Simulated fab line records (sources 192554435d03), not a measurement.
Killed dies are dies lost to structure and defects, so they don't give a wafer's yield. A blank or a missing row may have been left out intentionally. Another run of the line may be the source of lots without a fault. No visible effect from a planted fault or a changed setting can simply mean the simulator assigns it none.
Matching of chambers    flow n5Finfet    N5_BEOL_M14_ETCH_67 on rieDiel-02 has 4 sister chambers
The step etches SiARC in CF4, target depth 143 nm, time 238.3 s. 8 wafers are shown with their chamber, then 12 later ones without.

== EACH WAFER AND ITS CHAMBER ==
wafer   chamber  showerheadPlenumPTorr (Torr)  drypumpMotorCurrentA (A)
L083.2  0        2.03                          5.8
L088.1  0        2.02                          5.8
L091.1  2        2.22                          6.2
L091.2  1        2.15                          5.3
L091.3  3        2.17                          5.7
L091.4  1        2.15                          5.2
L091.5  2        2.22                          6.2
L091.6  3        2.17                          5.6

== WAFERS WITHOUT THEIR CHAMBER ==
wafer   showerheadPlenumPTorr (Torr)  drypumpMotorCurrentA (A)
L090.1  2.15                          5.3
L090.3  2.16                          5.7
L090.5  2.15                          5.2
L092.1  2.22                          6.2
L092.2  2.16                          5.7
L092.3  2.15                          5.2
L092.4  2.22                          6.2
L092.5  2.15                          5.2
L092.6  2.17                          5.6
L097.1  2.27                          5.8
L097.3  2.14                          5.3
L097.6  2.16                          5.6

== WHICH CHAMBER EACH ONE RAN IN ==
wafer    from the rows above   in truth
L090.1   1                     1
L090.3   3                     3
L090.5   1                     1
L092.1   2                     2
L092.2   3                     3
L092.3   1                     1
L092.4   2                     2
L092.5   1                     1
L092.6   3                     3
L097.1   2                     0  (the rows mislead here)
L097.3   1                     1
L097.6   3                     3
Correct placement for 11 of the 12. From these rows, 0 cannot be placed. Number placed wrongly: 1.
How it was worked out, from the rows above alone: a wafer's distance from a chamber is the root of the sum, over the readings, of the square of ((its reading less the chamber's mean) divided by the reading's scatter). If the next closest chamber is less than 2 further off than the closest, the wafer can't be placed; otherwise it belongs to the closest. For every chamber, the mean is computed from those of its wafers that are shown. The scatter is the square root of a quotient: the sum, over the shown wafers, of each reading's squared deviation from its chamber's mean, divided by wafers minus chambers.
